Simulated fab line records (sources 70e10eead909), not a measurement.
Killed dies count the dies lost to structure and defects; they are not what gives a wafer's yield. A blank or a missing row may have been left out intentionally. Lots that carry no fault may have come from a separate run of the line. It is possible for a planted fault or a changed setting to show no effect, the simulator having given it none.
Comparing a struck lot with a sound one | flow nandHarc | 14 out of 1302 route steps
Sound: the wafers L520.2, L520.4, L520.6. The struck wafers were L526.1, L526.2, L526.3. The cause comes at the end.
At each step with rows: each side's tool, then ch and its chambers, then its first start. Under that, the readings that differ: sound wafers | struck wafers | difference of the means | sigmas: that difference in standard deviations of wafers without a fault.
alike: same words and numbers on both sides, and readings whose means sit less than 2 such deviations apart. not compared: any withheld reading, any reading some wafer has no value for, any bound like >300 that may hide the same value, and any number with overlapping values for which the record gives no deviation.
Wherever a step has rows on one side only, a row that says differs or no value, or a row with sigmas, the two part there. Numbers that don't overlap but have no deviation are shown without sigmas and don't part them. A reading missing from all wafers of one side parts the sides only when that side holds two or more wafers.

first, 6 steps without rows for these wafers: NHARC_A_STAIRCASE_SOFTBAKE_04 (time 170 s); NHARC_A_STAIRCASE_EBR_05; NHARC_A_STAIRCASE_EXPOSE_06 (exposes mask STAIR); NHARC_A_STAIRCASE_PEB_07 (peb time 130 s); NHARC_A_STAIRCASE_DEVELOP_08 (time 140 s); NHARC_A_STAIRCASE_HARDBAKE_10 (time 140 s).
NHARC_A_STAIRCASE_DESCUM_11: chemistry O2, time 3 s.
  sound on rieDiel-03 ch 1,3, day 17 03:08; struck on rieDiel-05 ch 0,2,3, day 19 22:43
  alike: drypumpMotorCurrentA, oesProductAu, rfVppV, showerheadPlenumPTorr, throttleValvePct
  not compared: rfHoursCounterH
NHARC_A_STAIRCASE_TRIM_12: chemistry O2, time 211.2 s.
  sound on rieDiel-03 ch 0,1,2, day 17 03:14; struck on rieDiel-05 ch 0,1,3, day 19 22:49
  alike: chamberPressureMTorr, drypumpMotorCurrentA, oesProductAu, rfVppV, showerheadPlenumPTorr, throttleValvePct
  not compared: rfHoursCounterH
NHARC_A_STAIRCASE_ETCH_13: etches the open film in C4F8/O2, target depth 100 nm, time 40.5 s.
  sound: rieDiel-03 ch 0,2; struck: rieDiel-05 ch 1,2,3
  alike: oesProductAu, rfVppV
  not compared: rfHoursCounterH
NHARC_A_STAIRCASE_TRIM_14: chemistry O2, time 211.2 s.
  sound: rieDiel-03 ch 2,3; struck: rieDiel-05 ch 0,1,2
  alike: chamberPressureMTorr, drypumpMotorCurrentA, oesProductAu, rfVppV, showerheadPlenumPTorr, throttleValvePct
  not compared: rfHoursCounterH
NHARC_A_STAIRCASE_ETCH_15: etches the open film in C4F8/O2, target depth 100 nm, time 40.5 s.
  sound: rieDiel-03 ch 1,3; struck: rieDiel-05 ch 1,2,3
  alike: oesProductAu, rfVppV
  not compared: rfHoursCounterH
NHARC_A_STAIRCASE_TRIM_16: chemistry O2, time 211.2 s.
  sound on rieDiel-03 ch 0,1,3, day 17 03:41; struck on rieDiel-05 ch 0,2,3, day 19 23:17
  no value came back on the struck wafers for any of 7 readings (biasW (W), chamberPressureMTorr (mTorr) and others); on the sound wafers biasW (W) reads 0 0 0
  not compared: rfHoursCounterH
then, 1 step without rows for these wafers: NHARC_A_STAIRCASE_ETCH_17 (etches the open film in C4F8/O2, target depth 100 nm, time 40.5 s).
-- record jumps: 9 days between struck wafers' starts before vs after; left off in module A_STAIRCASE, resumes in module END, first step shown is number 1302 of the route --
NHARC_END_SORT_01:
  here the record holds rows for the struck wafers (prober-02 ch 0, day 28 14:03) but none for the sound ones

== WHERE THEY PART ==
First at NHARC_A_STAIRCASE_TRIM_16; last, within this record, at NHARC_END_SORT_01.

WHY: what had been put in by the simulator
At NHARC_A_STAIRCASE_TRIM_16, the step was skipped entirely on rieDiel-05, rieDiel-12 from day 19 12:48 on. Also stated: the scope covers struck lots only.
